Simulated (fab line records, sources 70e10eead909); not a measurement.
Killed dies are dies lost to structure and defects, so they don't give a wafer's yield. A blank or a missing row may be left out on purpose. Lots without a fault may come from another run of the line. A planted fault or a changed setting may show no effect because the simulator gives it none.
Chamber matching | flow nand_harc | NHARC_A_STAIRCASE_TRIM_196 on rie_diel-10: 4 sister chambers
The step chemistry O2, time 211.2 s. 8 wafers are shown with their chamber, then 8 later ones without.

WAFERS WITH THEIR CHAMBER
wafer  | chamber | drypump_motor_current_A (A) | showerhead_plenum_p_Torr (Torr)
L080.5 | 0       | 5.6                         | 3.44
L084.1 | 2       | 5.3                         | 3.34
L084.5 | 2       | 5.3                         | 3.34
L084.6 | 3       | 5.0                         | 3.47
L085.1 | 1       | 5.9                         | 3.33
L085.5 | 0       | 5.6                         | 3.43
L085.6 | 1       | 5.8                         | 3.33
L087.2 | 3       | 5.0                         | 3.47

WAFERS WITHOUT THEIR CHAMBER
wafer  | drypump_motor_current_A (A) | showerhead_plenum_p_Torr (Torr)
L087.3 | 5.3                         | 3.34
L087.5 | 5.0                         | 3.47
L088.2 | 5.6                         | 3.43
L088.4 | 5.0                         | 3.47
L088.5 | 5.0                         | 3.47
L093.2 | 5.3                         | 3.33
L093.3 | 5.9                         | 3.32
L093.6 | 5.0                         | 3.47

WHICH CHAMBER EACH WENT THROUGH
wafer  | from the rows above | in truth
L087.3 | 2                   | 2
L087.5 | 3                   | 3
L088.2 | 0                   | 0
L088.4 | 3                   | 3
L088.5 | 3                   | 3
L093.2 | 2                   | 2
L093.3 | 1                   | 1
L093.6 | 3                   | 3
Placed correctly: 8 of 8. Can't be placed from these rows: 0. Placed wrongly: 0.
How it was worked out, from the rows above alone: a wafer's distance from a chamber is the root of the sum, over the readings, of the square of ((its reading less the chamber's mean) divided by the reading's scatter). The wafer belongs to the nearest chamber; if the next one is less than 2 further off, it can't be placed. A chamber's mean is the mean of its shown wafers. The scatter: the root of (the sum of the squares of (reading less its chamber's mean) over the shown wafers, divided by (wafers less chambers)).
